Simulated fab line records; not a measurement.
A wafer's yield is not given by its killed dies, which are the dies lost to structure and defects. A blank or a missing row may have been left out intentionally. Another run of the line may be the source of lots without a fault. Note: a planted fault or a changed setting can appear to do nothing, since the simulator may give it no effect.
Chamber matching    flow n5Finfet    pecvd-04 running N5_BEOL_M12_DEP_53: 3 sister chambers
The step deposits SiCN from 3MS/NH3, target thk 30 nm, time 10.5 s. 5 wafers are shown with their chamber, then 8 later ones without.

## WAFERS, EACH WITH ITS CHAMBER
wafer   chamber  throttleValvePct (%)  rfFwdPowerW (W)
L078.4  0        18.4                  667
L085.3  1        20.5                  657
L085.6  1        20.3                  656
L088.6  2        17.6                  665
L094.1  2        17.4                  665

## WAFERS WHOSE CHAMBER IS MISSING
wafer   throttleValvePct (%)  rfFwdPowerW (W)
L094.2  18.6                  667
L094.6  17.3                  665
L096.1  18.6                  668
L096.2  20.0                  656
L096.4  17.7                  664
L097.1  20.2                  658
L097.2  17.5                  665
L097.4  17.2                  668

## CHAMBER TAKEN BY EACH
wafer   from the rows above  in truth
L094.2  0                    0
L094.6  2                    2
L096.1  0                    0
L096.2  1                    1
L096.4  2                    2
L097.1  1                    1
L097.2  2                    2
L097.4  2                    2
Correctly placed: 8 of 8. Not placeable from these rows: 0. 0 placed wrongly.
How it was worked out, from the rows above alone: a wafer's distance from a chamber is the root of the sum, over the readings, of the square of ((its reading less the chamber's mean) divided by the reading's scatter). The wafer belongs to the nearest chamber; if the next one is less than 2 further off, it can't be placed. A chamber's mean is the mean of its shown wafers. The scatter: take each reading less its chamber's mean, square it, sum over the shown wafers, divide by the number of wafers less the number of chambers, and take the root.
